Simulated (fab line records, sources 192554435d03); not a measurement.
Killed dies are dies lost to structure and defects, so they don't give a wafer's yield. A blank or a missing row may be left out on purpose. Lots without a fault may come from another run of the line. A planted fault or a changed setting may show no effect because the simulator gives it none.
fab line records | flow n5_finfet | part 1 of 2: steps 1 to 6 of 7
record lots=9 wafers=26 last_day=19
route steps=1938 shown BEOL_M4@1111 BEOL_M10@1474 PASSIVATION@1936
lots that met no fault: from a run of the same line without faults
start_h: hours from the record's first day to the start of the lot's first wafer shown | wait_h: hours since the lot's step before | " the same as in the row above | L1.1+2: a row that stands for several wafers | - no value, or no start given | * or withheld: withheld | < > ~ a bound
route shown NAME@n: a module of which the file shows steps, and the number in the route of the first | usual: mean/standard deviation of fault-free wafers | same: alike in all rows | chamber/n: place in a boat | sites: the reading at each site | _std_site: their standard deviation | _edge_site: outer sites' mean less inner sites' | radius_mm: how far each site lies from the wafer's centre | mask NAME#n: copy n | behind: the tool/chamber that last shaped the wafer | hold: why the lot was held/for how many hours/how that ended | device: the transistor (n, p or np) that didn't switch | end of line: the same wafers' tests at the end of the route | a step without rows: its recipe alone | killed: dies lost to structure and defects at the first sort, not the wafer's yield | map: a wafer's dies, x killed, . not, _ none there
set.NAME: the setting as run; set.NAME@STEP: as run at that earlier step | model.NAME: the simulator's own value behind a step, which no gauge read
steps of the route over a sample of lots; a table a step, a row a wafer
services: from which hour (start_h, from the record's first day; less than 0 if before it) a tool's chamber was out of use, for how many hours, and why
## steps
# step N5_BEOL_M4_RC_MEAS_101
# usual DIBL_N=36.3/2.2 DIBL_P=36.0/2.4 IOFF_N=0.16/0.042 IOFF_P=0.22/0.041 ION_N=672/14 ION_P=462/7.9 SS_N=71.7/0.76 SS_P=73.3/0.72 VT_N=250/3.6 VT_P=-249/3
# columns lot.wafer tool chamber start_h wait_h DIBL_N[mV/V] DIBL_P[mV/V] IOFF_N[nA/um] IOFF_P[nA/um] ION_N[uA/um] ION_P[uA/um] SS_N[mV/dec] SS_P[mV/dec] VT_N[mV] VT_P[mV]
L863.1 prober-02 0 167.38 0.0 37.2 38.0 0.19 0.24 680 463 72.1 74.9 245 -252
L863.3 " 0 " " 36.3 36.5 0.16 0.21 661 459 71.8 73.9 253 -251
L865.1 prober-02 0 179.50 0.0 34.8 35.2 0.15 0.20 679 465 70.7 72.5 251 -251
L865.2 " 0 " " 38.0 37.8 0.21 0.26 687 464 72.2 74.1 248 -249
L865.5 " 0 " " 36.3 36.1 0.17 0.22 689 465 71.3 73.2 249 -251
L866.1 prober-01 0 180.50 0.0 34.9 34.5 0.14 0.20 668 463 72.2 73.3 249 -248
L866.2 " 0 " " 34.7 34.2 0.14 0.20 670 463 71.0 73.2 249 -250
L866.5 " 0 " " 34.9 34.7 0.15 0.20 678 467 71.4 73.4 247 -246
L869.1 prober-01 0 205.20 0.0 32.6 30.9 0.10 0.14 651 450 71.1 71.5 256 -253
L869.2 " 0 " " 35.4 35.6 0.16 0.20 671 460 71.6 72.7 248 -250
L869.6 " 0 " " 35.2 34.7 0.14 0.18 661 454 72.3 72.0 248 -250
L875.1 prober-02 0 243.44 0.0 40.4 38.4 0.35 0.28 682 459 75.0 73.8 244 -248
L875.2 " 0 " " 36.1 35.9 0.17 0.22 662 457 71.7 73.2 249 -250
L875.6 " 0 " " 36.4 36.5 0.17 0.23 650 448 72.5 73.4 250 -252
L877.1 prober-02 0 265.91 0.0 35.7 37.7 0.15 0.22 674 459 71.7 74.1 252 -250
L877.3 " 0 " " 35.9 38.6 0.17 0.25 675 465 71.6 74.2 249 -247
L877.5 " 0 " " 31.8 33.2 0.11 0.17 653 458 71.1 72.6 253 -253
L880.2 prober-01 0 269.69 0.2 35.7 35.3 0.14 0.18 650 445 71.6 72.7 253 -252
L880.3 " 0 " " 31.3 30.2 0.09 0.13 645 453 70.0 71.8 256 -254
L880.4 " 0 " " 37.2 37.2 0.17 0.20 662 460 72.2 73.2 250 -251
L882.3 prober-01 0 313.19 0.3 37.3 39.3 0.20 0.30 689 482 70.9 74.7 244 -241
L882.5 " 0 " " 38.0 39.8 0.21 0.31 692 476 72.5 74.0 245 -244
L882.6 " 0 " " 33.8 34.4 0.12 0.19 661 460 70.5 72.2 252 -249
L884.2 prober-01 0 342.46 0.6 33.2 34.8 0.14 0.19 674 468 70.5 72.9 251 -251
L884.3 " 0 " " 34.1 35.7 0.15 0.19 685 470 71.1 72.8 249 -251
L884.6 " 0 " " 33.4 34.9 0.14 0.20 672 465 71.2 72.7 250 -250
# step N5_BEOL_M10_HM_DEP_02
# recipe material=TiN target_thk_a=200 temp_c=25 chamber_pressure_pa=0.49996
# usual throttle_valve_pct=30.5/1.2
# columns lot.wafer tool chamber start_h wait_h throttle_valve_pct
L863.1 pvd_sputter-02 - 215.61 1.5 30.9
L863.3 " - " " 31.8
L866.1 pvd_sputter-02 - 227.62 0.6 30.2
L866.2 " - " " 30.1
L866.5 " - " " 30.1
L865.1 pvd_sputter-01 - 227.65 0.5 30.8
L865.2 " - " " 32.7
L865.5 " - " " 32.4
L869.1 pvd_sputter-01 - 249.15 1.3 32.6
L869.2 " - " " 31.1
L869.6 " - " " 30.9
L875.1 pvd_sputter-01 - 295.98 0.1 31.7
L875.2 " - " " 32.4
L875.6 " - " " 32.6
L877.1 pvd_sputter-02 - 310.56 0.7 30.0
L877.3 " - " " 30.4
L877.5 " - " " 31.8
L880.2 pvd_sputter-01 - 314.60 0.4 31.1
L880.3 " - " " 31.2
L880.4 " - " " 31.2
L882.3 pvd_sputter-03 - 363.33 0.0 27.9
L882.5 " - " " 29.1
L882.6 " - " " 30.3
L884.2 pvd_sputter-02 - 406.70 0.2 30.1
L884.3 " - " " 31.9
L884.6 " - " " 30.6
# step N5_BEOL_M10_DESCUM_16
# recipe chemistry=O2 time_s=7.9 source_power_w=50 bias_power_w=20 pressure_mtorr=20 rf_frequency_hz=2.712e+07 temp_c=40 resist=CAR-ArF o2_flow_sccm=225
# usual chamber_pressure_mTorr=19.997/0.02 drypump_motor_current_A=5.7/0.42 oes_product_au=0.81/0.094 rf_vpp_V=243.6/1.4 showerhead_plenum_p_Torr=2.12/0.082 temp_c=39.99/0.11 throttle_valve_pct=20.45/0.27
# columns lot.wafer tool chamber start_h wait_h chamber_pressure_mTorr drypump_motor_current_A oes_product_au rf_hours_counter_h rf_vpp_V showerhead_plenum_p_Torr temp_c throttle_valve_pct
L863.1 rie_diel-01 0 216.19 0.0 19.984 5.1 0.78 114 244.1 2.19 40.01 20.45
L863.3 " 1 " " 20.042 6.1 0.86 51 243.4 2.12 39.96 20.13
L866.1 rie_diel-01 0 228.22 0.0 20.006 5.2 0.78 117 244.0 2.19 40.03 20.45
L866.2 " 2 " " 19.984 5.5 0.86 60 242.1 2.12 40.12 20.31
L866.5 " 3 " " 19.992 5.7 0.90 - 243.2 2.23 40.02 20.69
L865.1 rie_diel-01 0 228.51 0.2 19.991 5.1 0.78 117 244.0 2.19 39.91 20.46
L865.2 " 3 " " 19.993 5.7 0.88 27 245.2 2.23 39.91 20.69
L865.5 " 1 " " 20.027 6.1 0.87 - 244.2 2.12 39.76 20.13
L869.1 rie_diel-05 3 249.61 0.0 19.988 6.1 0.70 231 241.9 1.99 39.86 20.52
L869.2 " 0 " " 19.993 6.1 0.94 6 245.5 2.24 39.84 20.03
L869.6 " 0 " " 20.051 6.1 0.94 - 246.3 2.24 39.81 20.00
L875.1 rie_diel-03 0 296.62 0.1 19.977 6.2 0.67 249 244.8 2.15 39.98 20.78
L875.2 " 2 " " 20.010 5.2 0.91 28 241.8 2.07 40.06 20.52
L875.6 " 2 " " 19.975 5.2 0.91 - 244.1 2.07 40.17 20.51
L877.1 rie_diel-01 3 311.17 0.1 20.009 5.7 0.85 54 244.2 2.22 39.97 20.75
L877.3 " 2 " " 20.000 5.5 0.82 87 244.4 2.11 40.13 20.34
L877.5 " 2 " " 20.028 5.5 0.83 - 243.8 2.12 40.09 20.34
L880.2 rie_diel-01 2 315.06 0.0 20.022 5.5 0.83 89 243.4 2.11 39.95 20.33
L880.3 " 3 " " 19.978 5.7 0.85 55 244.3 2.22 39.98 20.75
L880.4 " 0 " " 19.980 5.1 0.75 146 243.8 2.18 40.19 20.49
L882.3 rie_diel-05 2 363.98 0.2 19.981 6.1 0.69 246 244.4 2.15 40.04 20.83
L882.5 " 1 " " 19.994 5.5 0.88 - 243.2 2.03 39.94 20.20
L882.6 " 2 " " 19.991 6.1 0.68 - 244.1 2.15 40.17 20.84
L884.2 rie_diel-03 3 407.28 0.0 19.969 5.1 0.92 19 243.2 2.23 39.92 20.37
L884.3 " 2 " " 19.975 5.2 0.85 60 242.5 2.05 40.06 20.57
L884.6 " 3 " " 19.974 5.2 0.93 - 244.6 2.23 40.02 20.39
# step N5_BEOL_M10_STRIP_19
# recipe chemistry=O2 power_w=400 temp_c=40 pressure_mtorr=30 rf_frequency_hz=6e+07 bias_power_w=0 overash_fraction=0.2 o2_flow_sccm=225
# usual chamber_pressure_mTorr=30.00/0.045 drypump_motor_current_A=5.8/0.39 oes_product_au=0.83/0.092 rf_vpp_V=3.7/0.66 showerhead_plenum_p_Torr=2.13/0.083 temp_c=39.99/0.1 throttle_valve_pct=16.62/0.29
# columns lot.wafer tool chamber start_h wait_h chamber_pressure_mTorr drypump_motor_current_A oes_product_au rf_hours_counter_h rf_vpp_V showerhead_plenum_p_Torr temp_c throttle_valve_pct
L863.1 rie_diel-03 3 216.57 0.1 30.01 5.1 0.70 202 4.7 1.99 39.84 16.99
L863.3 " 0 " " 30.04 6.2 0.70 220 3.7 2.17 40.00 16.99
L866.1 rie_diel-05 3 228.69 0.2 30.04 6.1 0.71 220 4.7 2.00 39.91 16.79
L866.2 " 1 " " 30.00 5.5 0.67 249 3.3 2.05 40.00 16.88
L866.5 " 3 " " 29.99 6.1 0.72 - 2.8 2.00 40.17 16.79
L865.1 rie_diel-01 3 228.89 0.1 30.05 5.7 0.89 27 2.8 2.23 39.98 16.88
L865.2 " 1 " " 30.03 6.1 0.86 55 4.6 2.12 39.90 16.38
L865.5 " 3 " " 29.99 5.7 0.89 - 4.0 2.23 40.06 16.88
L869.1 rie_diel-01 3 250.14 0.2 30.08 5.7 0.87 35 3.7 2.23 39.85 16.89
L869.2 " 2 " " 29.95 5.5 0.85 68 3.4 2.13 40.07 16.54
L869.6 " 1 " " 30.01 6.1 0.85 - 3.6 2.12 40.01 16.39
L875.1 rie_diel-05 3 297.00 0.1 30.06 6.1 0.69 248 3.2 1.99 40.07 16.85
L875.2 " 1 " " 30.06 5.5 0.93 10 4.0 2.04 40.03 16.39
L875.6 " 1 " " 30.02 5.5 0.94 - 3.6 2.04 40.09 16.40
L877.1 rie_diel-03 3 311.56 0.1 30.02 5.1 0.67 240 4.0 1.98 39.93 17.05
L877.3 " 3 " " 29.96 5.1 0.67 - 4.2 1.98 40.03 17.06
L877.5 " 3 " " 30.01 5.1 0.68 - 2.1 1.98 39.91 17.05
L880.2 rie_diel-01 1 315.46 0.1 30.03 6.1 0.83 84 3.2 2.11 40.13 16.43
L880.3 " 0 " " 30.05 5.2 0.75 146 3.2 2.18 40.06 16.72
L880.4 " 3 " " 29.99 5.7 0.85 55 4.5 2.22 40.17 16.93
L882.3 rie_diel-05 0 364.37 0.1 30.04 6.1 0.84 50 2.7 2.22 39.95 16.31
L882.5 " 3 " " 29.99 6.1 0.96 - 5.1 2.25 39.93 16.42
L882.6 " 0 " " 30.00 6.1 0.84 - 2.8 2.22 40.13 16.31
L884.2 rie_diel-03 3 407.67 0.1 30.00 5.1 0.91 19 4.5 2.23 40.01 16.60
L884.3 " 2 " " 30.00 5.2 0.85 60 3.1 2.06 39.96 16.75
L884.6 " 2 " " 29.90 5.2 0.85 - 4.2 2.06 39.99 16.74
# step N5_BEOL_M10_ETCH_41
# recipe chemistry=CH3F/O2 target=SiCN target_depth_a=426 taper_deg=2 time_s=86 ion_energy_ev=120 mask_material=TiN pressure_mtorr=30 source_w=395 bias_w=75 Ar_flow_sccm=150 CH3F_flow_sccm=30 O2_flow_sccm=20
# usual chamber_pressure_mTorr=30.002/0.025 drypump_motor_current_A=5.7/0.42 oes_product_au=0.81/0.097 rf_vpp_V=297.8/2 showerhead_plenum_p_Torr=2.02/0.083 throttle_valve_pct=16.28/0.29
# columns lot.wafer tool chamber start_h wait_h chamber_pressure_mTorr drypump_motor_current_A oes_product_au rf_hours_counter_h rf_vpp_V showerhead_plenum_p_Torr throttle_valve_pct
L863.1 rie_diel-01 2 - - 30.015 5.5 0.86 58 297.2 2.02 16.10
L863.3 " 3 " " 29.975 5.7 0.90 25 300.8 2.13 16.53
L865.1 rie_diel-05 1 - - 29.987 5.5 0.65 250 296.5 1.96 16.54
L865.2 " 3 " " 29.953 6.1 0.71 221 296.6 1.88 16.34
L865.5 " 1 " " 30.014 5.5 0.65 - 296.4 1.96 16.53
L866.1 rie_diel-03 1 - - 29.962 6.1 0.96 10 296.3 1.96 15.68
L866.2 " 2 " " 30.004 5.2 0.99 0 296.0 1.98 16.24
L866.5 " 3 " " 30.039 5.1 0.69 - 296.1 1.90 16.64
L869.1 rie_diel-03 0 - - 30.015 6.2 0.66 234 299.7 2.06 16.63
L869.2 " 2 " " 29.970 5.2 0.94 8 296.4 1.98 16.25
L869.6 " 3 " " 29.990 5.1 0.68 - 294.8 1.89 16.64
L875.1 rie_diel-05 1 - - 30.039 5.5 0.92 10 295.5 1.95 16.04
L875.2 " 3 " " 29.955 6.1 0.68 249 294.2 1.88 16.37
L875.6 " 0 " " 30.017 6.1 0.89 - 300.4 2.13 15.92
L877.1 rie_diel-03 1 - - 29.973 6.1 0.89 35 296.8 1.95 15.72
L877.3 " 1 " " 30.033 6.1 0.88 - 297.2 1.95 15.73
L877.5 " 1 " " 30.035 6.1 0.89 - 297.5 1.95 15.74
L880.2 rie_diel-03 1 - - 30.039 6.1 0.88 38 296.6 1.95 15.74
L880.3 " 3 " " 30.004 5.1 0.67 - 294.6 1.88 16.69
L880.4 " 1 " " 30.019 6.1 0.88 - 295.1 1.95 15.73
L882.3 rie_diel-03 2 - - 30.054 5.2 0.86 47 297.0 1.96 16.31
L882.5 " 0 " " 30.000 6.2 0.93 - 298.7 2.05 16.18
L882.6 " 3 " " 30.038 5.1 0.94 - 299.6 2.13 16.19
L884.2 rie_diel-03 0 - - 30.014 6.2 0.90 27 298.2 2.04 16.19
L884.3 " 1 " " 29.965 6.1 0.85 70 295.9 1.94 15.80
L884.6 " 1 " " 30.027 6.1 0.85 - 296.7 1.94 15.80
# step N5_BEOL_M10_OCD_MEAS_38
# usual trench_depth_nm=147.7/2.8
# columns lot.wafer tool chamber start_h wait_h trench_depth_nm
L863.1 ocd-01 - 221.00 - 148.8
L863.3 " - " " 148.2
L865.1 ocd-02 - 230.77 - 140.8
L865.2 " - " " 146.3
L865.5 " - " " 141.4
L866.1 ocd-01 - 231.04 - 150.0
L866.2 " - " " 148.9
L866.5 " - " " 144.6
L869.1 ocd-01 - 251.31 - 146.6
L869.2 " - " " 150.4
L869.6 " - " " 145.0
L875.1 ocd-01 - 298.45 - 151.1
L875.2 " - " " 149.6
L875.6 " - " " 153.4
L877.1 ocd-02 - 313.07 - 146.4
L877.3 " - " " 146.0
L877.5 " - " " 146.6
L880.2 ocd-01 - 318.13 - 146.2
L880.3 " - " " 137.9
L880.4 " - " " 147.3
L882.3 ocd-01 - 366.10 - 149.1
L882.5 " - " " 150.8
L882.6 " - " " 148.9
L884.2 ocd-01 - 410.49 - 150.2
L884.3 " - " " 148.8
L884.6 " - " " 147.7
## key
first_sign step=N5_BEOL_M10_OCD_MEAS_38 reading=trench_depth_nm direction=down sigmas=3.6 usual=147.7 struck=137.9
effect step=N5_PASSIVATION_PROBE_49 reading=killed_at_M4_up direction=up sigmas=12 usual=14 struck=92
more_kills_born_at N5_BEOL_M10_HM_OPEN_17@rie_metal-03=74
met_at N5_BEOL_M10_HM_DEP_02
struck_lots L880
struck_wafers L880.3
baseline_loss step=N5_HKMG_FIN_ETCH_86 wafers=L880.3
not_acting_at N5_BEOL_M10_DESCUM_16,N5_BEOL_M10_STRIP_19,N5_BEOL_M10_ETCH_41
onset_between 249.15 314.60
fault kind=process_parameter_drift tool=pvd_sputter-01 chamber=- onset_h=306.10 steps=N5_BEOL_M10_HM_DEP_02 channel=target_thk_a offset=* shape=step acts_in=* stated=* scope=struck_wafers_only
# baseline_loss: these wafers lose ten dies or more at that step, a loss of the line's own and not of a fault; the sort's usual values leave them out
